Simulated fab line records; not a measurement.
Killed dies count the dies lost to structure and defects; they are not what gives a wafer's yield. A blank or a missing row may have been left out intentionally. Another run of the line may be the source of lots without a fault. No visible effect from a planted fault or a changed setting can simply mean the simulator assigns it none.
Chamber matching	flow n5 finfet	4 sister chambers for N5_BEOL_M5_DESCUM_16 on rie diel-06
The step chemistry O2, time 7 s. 7 wafers are shown with their chamber, then 7 later ones without.

== WAFERS PAIRED WITH THEIR CHAMBERS ==
wafer	chamber	drypump motor current A (A)	throttle valve pct (%)
L080.4	3	5.8	20.30
L080.5	2	5.5	20.38
L083.3	1	6.3	20.47
L084.5	3	5.8	19.90
L084.6	0	6.5	20.48
L088.2	0	6.5	20.48
L088.5	1	6.2	20.49

== WAFERS MISSING THEIR CHAMBER ==
wafer	drypump motor current A (A)	throttle valve pct (%)
L088.6	6.5	20.47
L097.3	6.5	20.49
L097.4	5.5	20.42
L097.5	5.8	19.92
L096.3	5.5	20.42
L096.4	6.5	20.49
L096.6	5.8	19.93

== THE CHAMBER EACH PASSED THROUGH ==
wafer	from the rows above	in truth
L088.6	0	0
L097.3	0	0
L097.4	2	2
L097.5	3	3
L096.3	2	2
L096.4	0	0
L096.6	3	3
Placed correctly: 7 of 7. Left unplaced by these rows: 0. Wrongly placed: 0.
How it was worked out, from the rows above alone: a wafer's distance from a chamber is the root of the sum, over the readings, of the square of ((its reading less the chamber's mean) divided by the reading's scatter). If the next closest chamber is less than 2 further off than the closest, the wafer can't be placed; otherwise it belongs to the closest. A chamber's mean is the mean of its shown wafers. The scatter is the square root of a quotient: the sum, over the shown wafers, of each reading's squared deviation from its chamber's mean, divided by wafers minus chambers.
